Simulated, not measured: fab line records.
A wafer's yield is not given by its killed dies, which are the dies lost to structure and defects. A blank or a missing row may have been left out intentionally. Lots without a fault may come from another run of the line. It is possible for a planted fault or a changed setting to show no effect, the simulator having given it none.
fab line records | flow n5_finfet
record: lots: 7 wafers: 21
route steps=1938 shown BEOL_M14@1743 BEOL_M15@1797 MIM_BOT_ETCH@1866 PASSIVATION@1922
start_h: hours from the record's opening day to when the first of the lot's shown wafers began | wait_h: hours from the lot's prior step to this one | " unchanged from the row above | L1.1+2: several wafers, shown together as one row | - no value present, or no start provided | * or withheld: withheld | < > ~ a bound
route shown NAME@n: NAME is a module with steps in the file, n the number in the route of the first one | usual: the fault-free wafers' mean and standard deviation | same: alike in all rows | chamber/n: place in a boat | sites: each site's reading | _std_site: standard deviation across them | _edge_site: inner sites' mean taken away from outer sites' mean | radius_mm: for every site, how far away it sits from the centre of the wafer | mask NAME#n: copy n | behind: the tool/chamber that last shaped the wafer | hold: the reason the lot was held/the length of the hold in hours/how it ended | device: the n, p or np transistor that did not switch | end of line: tests of these same wafers at the route's end | a step with no rows: only its recipe | killed: dies that structure and defects cost at the first sort, which is not the same as the wafer's yield | map: the dies of a wafer, with x for killed, . for not killed, _ for no die there
set.NAME: the run value of the setting; set.NAME@STEP: its run value at that earlier step | model.NAME: the simulator's own value behind a step, which no gauge read
one table per step and one row per wafer, for lots whose settings were changed on purpose
== steps ==
step: N5_BEOL_M14_PEB_26
recipe: peb_temp_c: 130 peb_time_s: 90
columns lot.wafer tool chamber start_h wait_h set.peb_temp_c
L074.1+2+3 litho_track-05 0 256.85 0.1 130
L076.1+2 litho_track-03 0 269.55 0.1 131
L076.4 " 0 " " 130
L078.2+3+6 litho_track-01 0 282.66 0.0 130
L082.1+3 litho_track-01 0 311.07 0.1 132.2
L082.4 " 0 " " 130
L084.2+5 litho_track-05 0 322.65 0.0 130
L084.3 " 0 " " 127.3
L087.3+4 litho_track-03 0 343.91 0.0 128.8
L087.5 " 0 " " 130
L095.2+4 litho_track-03 0 386.72 0.0 130
L095.5 " 0 " " 131.4
step: N5_BEOL_M14_DEVELOP_27
recipe: develop_time_s: 45 rinse_liquid: diw dry: air_spin dev_temp_c: 21
step: N5_BEOL_M14_HARDBAKE_32
recipe: temp_c: 130 time_s: 120
step: N5_BEOL_M14_CD_MEAS_28
recipe: target_cd_nm: 284.4 landing_energy_ev: 500 detector: se_inlens
usual: cd_nm: 284.5/2
columns lot.wafer tool chamber start_h wait_h set.peb_temp_c@BEOL_M14_PEB_26 cd_nm
L074.1 cd_sem-01 0 256.96 - 130 283.1
L074.2 " 0 " " 130 284.8
L074.3 " 0 " " 130 285.8
L076.1 cd_sem-01 0 269.66 - 131 291.0
L076.2 " 0 " " 131 292.0
L076.4 " 0 " " 130 283.8
L078.2 cd_sem-02 0 282.77 - 130 283.6
L078.3 " 0 " " 130 284.3
L078.6 " 0 " " 130 281.7
L082.1 cd_sem-01 0 311.18 - 132.2 290.7
L082.3 " 0 " " 132.2 291.0
L082.4 " 0 " " 130 285.8
L084.2 cd_sem-03 0 322.77 - 130 284.1
L084.3 " 0 " " 127.3 273.9
L084.5 " 0 " " 130 286.1
L087.3 cd_sem-01 0 344.02 - 128.8 276.0
L087.4 " 0 " " 128.8 280.3
L087.5 " 0 " " 130 281.8
L095.2 cd_sem-03 0 386.83 - 130 282.8
L095.4 " 0 " " 130 282.9
L095.5 " 0 " " 131.4 291.6
step: N5_BEOL_M14_DESCUM_33
recipe: chemistry: O2 time_s: 7.9 source_power_w: 50 bias_power_w: 20 pressure_mtorr: 20 rf_frequency_hz: 2.712e+07 temp_c: 40 o2_flow_sccm: 225
columns lot.wafer tool chamber start_h wait_h set.peb_temp_c@BEOL_M14_PEB_26 model.BEOL_M14.cd_nm
L074.1 rie_diel-05 2 257.07 0.1 130 283.6
L074.2 " 0 " " 130 285
L074.3 " 3 " " 130 285.6
L076.1 rie_diel-05 2 269.75 0.0 131 291.2
L076.2 " 1 " " 131 292
L076.4 " 3 " " 130 283.8
L078.2 rie_diel-03 1 282.86 0.0 130 283.8
L078.3 " 0 " " 130 284.4
L078.6 " 2 " " 130 281.4
L082.1 rie_diel-03 1 311.32 0.1 132.2 290.6
L082.3 " 2 " " 132.2 290.8
L082.4 " 0 " " 130 285.6
L084.2 rie_diel-03 2 322.86 0.0 130 283.8
L084.3 " 3 " " 127.3 274
L084.5 " 3 " " 130 286
L087.3 rie_diel-05 3 344.31 0.2 128.8 275.8
L087.4 " 0 " " 128.8 280.4
L087.5 " 1 " " 130 281.8
L095.2+4 rie_diel-03 0,2 386.92 0.0 130 282.8
L095.5 " 0 " " 131.4 291.4
step: N5_BEOL_M14_ETCH_67
recipe: chemistry: CF4 target: SiARC target_depth_a: 1430 time_s: 238.3 ion_energy_ev: 80 pressure_mtorr: 40 source_w: 545 bias_w: 36 Ar_flow_sccm: 100 cf4_flow_sccm: 100 ends: cleared
columns lot.wafer tool chamber start_h wait_h set.peb_temp_c@BEOL_M14_PEB_26 model.BEOL_M14.cd_nm
L074.1 rie_diel-05 2 257.11 0.0 130 279.8
L074.2 " 0 " " 130 281.4
L074.3 " 3 " " 130 282.2
L076.1 rie_diel-05 2 269.79 0.0 131 287.2
L076.2 " 1 " " 131 287.8
L076.4 " 3 " " 130 279.2
L078.2+3 rie_diel-03 1,0 282.89 0.0 130 280.2
L078.6 " 2 " " 130 277
L082.1 rie_diel-03 1 311.35 0.0 132.2 286.4
L082.3 " 2 " " 132.2 287
L082.4 " 0 " " 130 281.6
L084.2 rie_diel-03 2 322.89 0.0 130 279.4
L084.3 " 3 " " 127.3 269.2
L084.5 " 3 " " 130 281
L087.3 rie_diel-05 3 344.35 0.0 128.8 271.2
L087.4 " 0 " " 128.8 275
L087.5 " 1 " " 130 277
L095.2 rie_diel-03 0 386.95 0.0 130 278.2
L095.4 " 2 " " 130 278
L095.5 " 0 " " 131.4 286.8
step: N5_BEOL_M14_ETCH_68
recipe: chemistry: N2/H2 target: SOC mask_material: SiARC source_w: 3000 bias_w: 350 temp_c: 40 time_s: 450 ion_energy_ev: 200 pressure_mtorr: 30 n2_flow_sccm: 200 h2_flow_sccm: 200
columns lot.wafer tool chamber start_h wait_h set.peb_temp_c@BEOL_M14_PEB_26 model.BEOL_M14.cd_nm
L074.1 rie_diel-05 2 257.26 0.1 130 279.4
L074.2 " 0 " " 130 281.6
L074.3 " 3 " " 130 282.6
L076.1 rie_diel-05 2 269.93 0.1 131 286.4
L076.2 " 1 " " 131 286.8
L076.4 " 3 " " 130 280.2
L078.2 rie_diel-03 1 283.04 0.1 130 282.6
L078.3 " 0 " " 130 281
L078.6 " 2 " " 130 278.6
L082.1 rie_diel-03 1 311.50 0.1 132.2 288.4
L082.3 " 2 " " 132.2 288.2
L082.4 " 0 " " 130 283
L084.2 rie_diel-03 2 323.04 0.1 130 279
L084.3 " 3 " " 127.3 271.6
L084.5 " 3 " " 130 283.8
L087.3 rie_diel-05 3 344.49 0.1 128.8 274.2
L087.4 " 0 " " 128.8 276
L087.5 " 1 " " 130 279.2
L095.2 rie_diel-03 0 387.10 0.1 130 278.2
L095.4 " 2 " " 130 279.2
L095.5 " 0 " " 131.4 286.6
step: N5_BEOL_M14_STRIP_69
recipe: chemistry: N2/H2 temp_c: 40 n2_flow_sccm: 200 h2_flow_sccm: 200 rf_frequency_hz: 6e+07
step: N5_BEOL_M14_TRENCH_ETCH_34
recipe: chemistry: C4F8/O2/Ar target: SiO2 target_depth_a: 5566.5 mask_material: SOC he_inner_torr: 15 he_outer_torr: 30 time_s: 126.9 ion_energy_ev: 800 pressure_mtorr: 20 source_w: 1905 bias_w: 2040 Ar_flow_sccm: 400 C4F8_flow_sccm: 16 O2_flow_sccm: 12
columns lot.wafer tool chamber start_h wait_h set.peb_temp_c@BEOL_M14_PEB_26 model.BEOL_M14.cd_nm
L074.1 rie_diel-05 2 257.53 0.0 130 279.6
L074.2 " 0 " " 130 281.8
L074.3 " 3 " " 130 282.4
L076.1 rie_diel-05 2 270.21 0.0 131 286.4
L076.2 " 1 " " 131 286.2
L076.4 " 3 " " 130 279.6
L078.2 rie_diel-03 1 283.31 0.0 130 283.2
L078.3 " 0 " " 130 281
L078.6 " 2 " " 130 278.8
L082.1+3 rie_diel-03 1,2 311.77 0.0 132.2 288.6
L082.4 " 0 " " 130 283
L084.2 rie_diel-03 2 323.31 0.0 130 279.4
L084.3 " 3 " " 127.3 271.4
L084.5 " 3 " " 130 283.8
L087.3 rie_diel-05 3 344.77 0.0 128.8 274.2
L087.4 " 0 " " 128.8 276.2
L087.5 " 1 " " 130 279.8
L095.2 rie_diel-03 0 387.37 0.0 130 278
L095.4 " 2 " " 130 279
L095.5 " 0 " " 131.4 286.2
step: N5_BEOL_M15_COAT_22
recipe: spin_rpm: 1704 resist_thk_nm: 800
columns lot.wafer tool chamber start_h wait_h set.spin_rpm model.coat_of_BEOL_M15_COAT_22.thk_nm
L074.1 litho_track-03 0 - - 1704 798.6
L074.2 " 0 " " 1704 798.8
L074.3 " 0 " " 1704 798
L076.1 litho_track-03 0 - - 1704 800
L076.2 " 0 " " 1704 798
L076.4 " 0 " " 1704 800.4
L078.2 litho_track-03 0 - - 1852 765.2
L078.3 " 0 " " 1704 796.2
L078.6 " 0 " " 1852 764.6
L082.1 litho_track-02 0 - - 1704 798.2
L082.3 " 0 " " 1533 842
L082.4 " 0 " " 1704 799
L084.2 litho_track-03 0 - - 1704 798
L084.3 " 0 " " 1704 794.4
L084.5 " 0 " " 1704 795.6
L087.3 litho_track-04 0 - - 1838 773.6
L087.4 " 0 " " 1704 800
L087.5 " 0 " " 1704 801
L095.2 litho_track-04 0 - - 1704 798.6
L095.4 " 0 " " 1704 799.2
L095.5 " 0 " " 1704 800
step: N5_BEOL_M15_ETCH_61
recipe: chemistry: N2/H2 target: BARC target_depth_a: 890 overetch_a: 267 time_s: 67.9 ion_energy_ev: 200 pressure_mtorr: 30 source_w: 840 bias_w: 150 n2_flow_sccm: 200 h2_flow_sccm: 200
columns lot.wafer tool chamber start_h wait_h set.time_s set.spin_rpm@BEOL_M15_COAT_22 model.coat_of_BEOL_M15_COAT_22.thk_nm
L074.1 rie_diel-06 3 266.95 0.0 67.9 1704 714.2
L074.2 " 1 " " 67.9 1704 716
L074.3 " 0 " " 67.9 1704 717.6
L076.1 rie_diel-01 1 278.58 0.0 67.9 1704 717.6
L076.2 " 2 " " 67.9 1704 717.4
L076.4 " 0 " " 67.9 1704 719.6
L078.2 rie_diel-06 2 288.12 0.0 67.9 1852 680.6
L078.3 " 1 " " 67.9 1704 713.2
L078.6 " 2 " " 67.9 1852 679.6
L082.1 rie_diel-06 2 317.82 0.0 73.11 1704 709.4
L082.3 " 1 " " 67.9 1533 759.4
L082.4 " 3 " " 67.9 1704 714.8
L084.2 rie_diel-01 3 330.74 0.0 67.9 1704 714.2
L084.3 " 2 " " 82.12 1704 701.4
L084.5 " 1 " " 82.12 1704 700.4
L087.3 rie_diel-04 0 351.89 0.0 55.03 1838 704.6
L087.4 " 3 " " 67.9 1704 718.2
L087.5 " 3 " " 55.03 1704 730.8
L095.2 rie_diel-04 1 393.49 0.0 77.35 1704 702.8
L095.4 " 0 " " 67.9 1704 718.4
L095.5 " 1 " " 77.35 1704 704.4
step: N5_BEOL_M15_TRENCH_ETCH_34
recipe: chemistry: C4F8/O2/Ar target: SiO2 target_depth_a: 8729.3 he_inner_torr: 15 he_outer_torr: 30 time_s: 199 ion_energy_ev: 800 pressure_mtorr: 20 source_w: 1905 bias_w: 2040 Ar_flow_sccm: 400 C4F8_flow_sccm: 16 O2_flow_sccm: 12
columns lot.wafer tool chamber start_h wait_h set.spin_rpm@BEOL_M15_COAT_22 model.coat_of_BEOL_M15_COAT_22.thk_nm
L074.1 rie_diel-06 3 267.00 0.0 1704 534.4
L074.2 " 1 " " 1704 544.8
L074.3 " 0 " " 1704 548.8
L076.1 rie_diel-01 1 278.63 0.0 1704 543
L076.2 " 2 " " 1704 547.4
L076.4 " 0 " " 1704 551.2
L078.2 rie_diel-06 2 288.17 0.0 1852 504
L078.3 " 1 " " 1704 540.6
L078.6 " 2 " " 1852 502.8
L082.1 rie_diel-06 2 317.88 0.0 1704 534.8
L082.3 " 1 " " 1533 590.4
L082.4 " 3 " " 1704 535.6
L084.2 rie_diel-01 3 330.79 0.0 1704 533.2
L084.3 " 2 " " 1704 531.4
L084.5 " 1 " " 1704 522.6
L087.3 rie_diel-04 0 351.95 0.0 1838 532.4
L087.4 " 3 " " 1704 548.8
L087.5 " 3 " " 1704 560.4
L095.2 rie_diel-04 1 393.54 0.0 1704 520
L095.4 " 0 " " 1704 545
L095.5 " 1 " " 1704 523.6
step: N5_MIM_BOT_ETCH_ETCH_04
recipe: chemistry: CF4/O2 target: SiNx target_depth_a: 260 time_s: 13 ion_energy_ev: 100 pressure_mtorr: 40 source_w: 535 bias_w: 49 Ar_flow_sccm: 100 cf4_flow_sccm: 100 O2_flow_sccm: 10
columns lot.wafer tool chamber start_h wait_h set.time_s model.etch.depth_nm
L074.1 rie_diel-03 0 276.36 0.0 13 26.62
L074.2 " 2 " " 13 27.2
L074.3 " 1 " " 13 25.6
L076.1 rie_diel-05 0 288.92 0.0 15 31.28
L076.2 " 2 " " 13 25.79
L076.4 " 0 " " 15 30.8
L078.2 rie_diel-02 0 296.55 0.0 13 26.16
L078.3 " 1 " " 13 25.05
L078.6 " 0 " " 13 26.38
L082.1 rie_diel-03 0 331.04 0.0 13 26.72
L082.3 " 1 " " 13 25.91
L082.4 " 2 " " 13 27.29
L084.2 rie_diel-03 1 337.72 0.0 13 25.74
L084.3 " 0 " " 13 26.29
L084.5 " 2 " " 13 26.72
L087.3 rie_diel-02 2 369.41 0.0 15.79 31.87
L087.4 " 3 " " 13 26.03
L087.5 " 2 " " 13 26.15
L095.2 rie_diel-02 1 403.78 0.0 13 26.05
L095.4 " 0 " " 15.4 30.89
L095.5 " 3 " " 15.4 30.69
step: N5_PASSIVATION_PEB_42
recipe: peb_temp_c: withheld peb_time_s: *
columns lot.wafer tool chamber start_h wait_h set.peb_time_s
L074.1+2+3 litho_track-03 0 281.40 0.1 *
L076.1+2+4 litho_track-01 0 294.03 0.1 *
L078.2 litho_track-01 0 305.84 0.0 *
L078.3+6 " 0 " " *
L082.1+3+4 litho_track-01 0 338.67 0.1 *
L084.2+3 litho_track-03 0 344.38 0.0 *
L084.5 " 0 " " *
L087.3+4+5 litho_track-03 0 374.86 0.0 *
L095.2+4+5 litho_track-05 0 409.98 0.0 *
step: N5_PASSIVATION_DEVELOP_43
recipe: develop_time_s: 60 rinse_liquid: diw dry: air_spin dev_temp_c: 21
step: N5_PASSIVATION_HARDBAKE_45
recipe: temp_c: 130 time_s: 120
step: N5_PASSIVATION_CD_MEAS_44
recipe: target_cd_nm: 40000 landing_energy_ev: 500 detector: se_inlens
usual: cd_nm: 40000/3.3
columns lot.wafer tool chamber start_h wait_h set.peb_time_s@PASSIVATION_PEB_42 cd_nm
L074.1 cd_sem-01 0 281.52 - * 39997
L074.2 " 0 " " * 39999
L074.3 " 0 " " * 39996
L076.1 cd_sem-02 0 294.15 - * 40003
L076.2 " 0 " " * 40003
L076.4 " 0 " " * 40002
L078.2 cd_sem-02 0 305.96 - * 39988
L078.3 " 0 " " * 40002
L078.6 " 0 " " * 40001
L082.1 cd_sem-02 0 338.78 - * 40003
L082.3 " 0 " " * 39999
L082.4 " 0 " " * 39997
L084.2 cd_sem-01 0 344.50 - * 40009
L084.3 " 0 " " * 40010
L084.5 " 0 " " * 39997
L087.3 cd_sem-03 0 374.98 - * 40002
L087.4 " 0 " " * 40002
L087.5 " 0 " " * 40003
L095.2 cd_sem-03 0 410.10 - * 40005
L095.4 " 0 " " * 40002
L095.5 " 0 " " * 39997
== key ==
split: step: N5_BEOL_M14_PEB_26 setting: peb_temp_c stated: 130 by: wafer
response: step: N5_BEOL_M14_CD_MEAS_28 reading: cd_nm change: +5.18 per: 1% r: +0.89
response: step: N5_BEOL_M14_DESCUM_33 reading: model.BEOL_M14.cd_nm change: +5.11 per: 1% r: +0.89
response: step: N5_BEOL_M14_ETCH_67 reading: model.BEOL_M14.cd_nm change: +5.2 per: 1% r: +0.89
response: step: N5_BEOL_M14_ETCH_68 reading: model.BEOL_M14.cd_nm change: +4.76 per: 1% r: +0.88
response: step: N5_BEOL_M14_TRENCH_ETCH_34 reading: model.BEOL_M14.cd_nm change: +4.94 per: 1% r: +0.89
split: step: N5_BEOL_M15_COAT_22 setting: spin_rpm stated: 1704 by: wafer
response: step: N5_BEOL_M15_COAT_22 reading: model.coat_of_BEOL_M15_COAT_22.thk_nm change: -3.86 per: 1% r: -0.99
response: step: N5_BEOL_M15_TRENCH_ETCH_34 reading: model.coat_of_BEOL_M15_COAT_22.thk_nm change: -4.42 per: 1% r: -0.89
response: step: N5_BEOL_M15_ETCH_61 reading: model.coat_of_BEOL_M15_COAT_22.thk_nm slope: -3.98 per: 1% together_with: time_s@BEOL_M15_ETCH_61 explained: 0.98
split: step: N5_BEOL_M15_ETCH_61 setting: time_s stated: 67.9 by: wafer
response: step: N5_BEOL_M15_ETCH_61 reading: model.coat_of_BEOL_M15_COAT_22.thk_nm slope: -0.791 per: 1% together_with: spin_rpm@BEOL_M15_COAT_22 explained: 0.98
split: step: N5_MIM_BOT_ETCH_ETCH_04 setting: time_s stated: 13 by: wafer
response: step: N5_MIM_BOT_ETCH_ETCH_04 reading: model.etch.depth_nm change: +0.281 per: 1% r: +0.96
split: step: N5_PASSIVATION_PEB_42 setting: peb_time_s stated: * by: wafer
response: step: N5_PASSIVATION_CD_MEAS_44 reading: cd_nm change: +0.709 per: 1% r: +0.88
